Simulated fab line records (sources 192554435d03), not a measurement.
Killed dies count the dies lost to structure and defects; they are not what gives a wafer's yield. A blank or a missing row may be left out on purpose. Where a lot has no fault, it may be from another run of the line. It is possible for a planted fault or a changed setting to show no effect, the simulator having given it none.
A struck lot beside a sound one || flow n5_finfet || 18 out of 1938 route steps
Sound: wafers L323.1, L323.2, L323.5. Struck: wafer L334.3 (L334.5, L334.6, from the same lot, were not struck and are left out); the cause is given at the end.
Each step with rows lists, per side, the tool, then ch with its chambers, then its first start. Under that, the readings that differ: sound wafers || struck wafers || difference of the means || sigmas: that difference in standard deviations of wafers without a fault.
alike: readings with means less than 2 such deviations apart, plus words and numbers identical on both sides. not compared: withheld readings, readings lacking a value on some wafer, bounds such as >300 that could conceal the same value, and numbers that have no deviation in the record and whose values overlap.
The two part at a step that has a row with sigmas, a row that says differs or no value, or rows on one side only. When numbers do not overlap yet have no deviation, they are printed without sigmas and do not part them. A reading that every wafer of one side lacks parts them only if that side has two wafers or more.

N5_BEOL_M15_ETCH_61: etches BARC in N2/H2, target depth 89 nm, overetch 26.7 nm, time 67.9 s.
  sound on rie_diel-06 ch 0,1, day 12 07:37; struck on rie_diel-01 ch 1, day 16 02:08
  alike: drypump_motor_current_A, n2_flow_sccm, oes_product_au, rf_vpp_V, showerhead_plenum_p_Torr, throttle_valve_pct
  not compared: rf_hours_counter_h
then, 7 steps without rows for these wafers: N5_BEOL_M15_TRENCH_ETCH_34 (etches SiO2 in C4F8/O2/Ar, target depth 872.93 nm, time 199 s); N5_BEOL_M15_STRIP_36 (strips in O2); N5_BEOL_M15_STRIP_62 (strips in O2); N5_BEOL_M15_STRIP_37 (strips in O2); N5_BEOL_M15_ETCH_38 (etches SiCN in CF4/N2, target depth 106.4 nm, time 120.5 s); N5_BEOL_M15_PRECLEAN_39 (cleans in residue remover, time 60 s); N5_BEOL_M15_SRD_40 (time 30 s, dry time 30 s).
N5_BEOL_M15_DEGAS_41: time 60 s.
  sound on pvd_sputter-02 at day 12 08:14; struck on pvd_sputter-03 at day 16 03:09
  alike: heater_power_w, susceptor_temp_C
N5_BEOL_M15_PRE_CLEAN_42: time 30 s.
  sound on pvd_sputter-02 at day 12 08:17; struck on pvd_sputter-03 at day 16 03:11
  alike: heater_power_w, susceptor_temp_C
N5_BEOL_M15_SPUTTER_43: material TaN, target thk 15 nm, time 24.19 s.
  sound on pvd_sputter-02 at day 12 08:19; struck on pvd_sputter-03 at day 16 03:14
  alike: susceptor_temp_C, throttle_valve_pct
N5_BEOL_M15_SPUTTER_44: material Ta, target thk 15 nm, time 24.19 s.
  sound on pvd_sputter-02 at day 12 08:24; struck on pvd_sputter-03 at day 16 03:19
{"reading": "throttle_valve_pct (%)", "sound": "30.1 31.1 30.3", "struck": 27.7, "difference": -2.8, "sigmas": -2}
{"reading": "model.Ta_of_BEOL_M15_SPUTTER_44.thk_nm (nm)", "sound": "14.6 14.8 14.8", "struck": 9.6, "difference": -5.1, "sigmas": ""}
  not compared: susceptor_temp_C
then, 2 steps without rows for these wafers: N5_BEOL_M15_SPUTTER_45 (material Cu, target thk 100 nm, time 16.67 s); N5_BEOL_M15_ECD_47 (material Cu, target thk 1860 nm).
N5_BEOL_M15_ANNEAL_48: time 90 s.
  sound on rtp_anneal-02 ch 0, day 12 08:50; struck on rtp_anneal-02 ch 0, day 16 04:28
  alike: wafer_temp_C_max
N5_BEOL_M15_CMP_49: polishes, stops on SiO2, t overpolish 4.9 s, target thk 850 nm.
  sound on cmp-03 ch 2,3, day 12 09:10; struck on cmp-01 ch 0, day 16 04:44
{"reading": "barrier_field_endpoint_s (s)", "sound": "11.2 11.2 11.3", "struck": 9.5, "difference": -1.7, "sigmas": -5}
  alike: motor_current_A, platen_rpm
N5_BEOL_M15_THK_MEAS_50: measures by xrf.
  sound on film_metro-01 at day 12 09:26; struck on film_metro-02 at day 16 04:58
  alike: M15_THK
N5_PASSIVATION_PROBE_49:
  sound wafers here have rows in the record (prober-01, day 13 04:06); struck ones have none

== WHERE THEY PART ==
At N5_BEOL_M15_SPUTTER_44 first; at N5_PASSIVATION_PROBE_49 last (within this record only).

WHY: the cause the simulator had injected
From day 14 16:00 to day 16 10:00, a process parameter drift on pvd_sputter-03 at N5_BEOL_M15_SPUTTER_44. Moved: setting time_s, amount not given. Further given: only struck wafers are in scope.
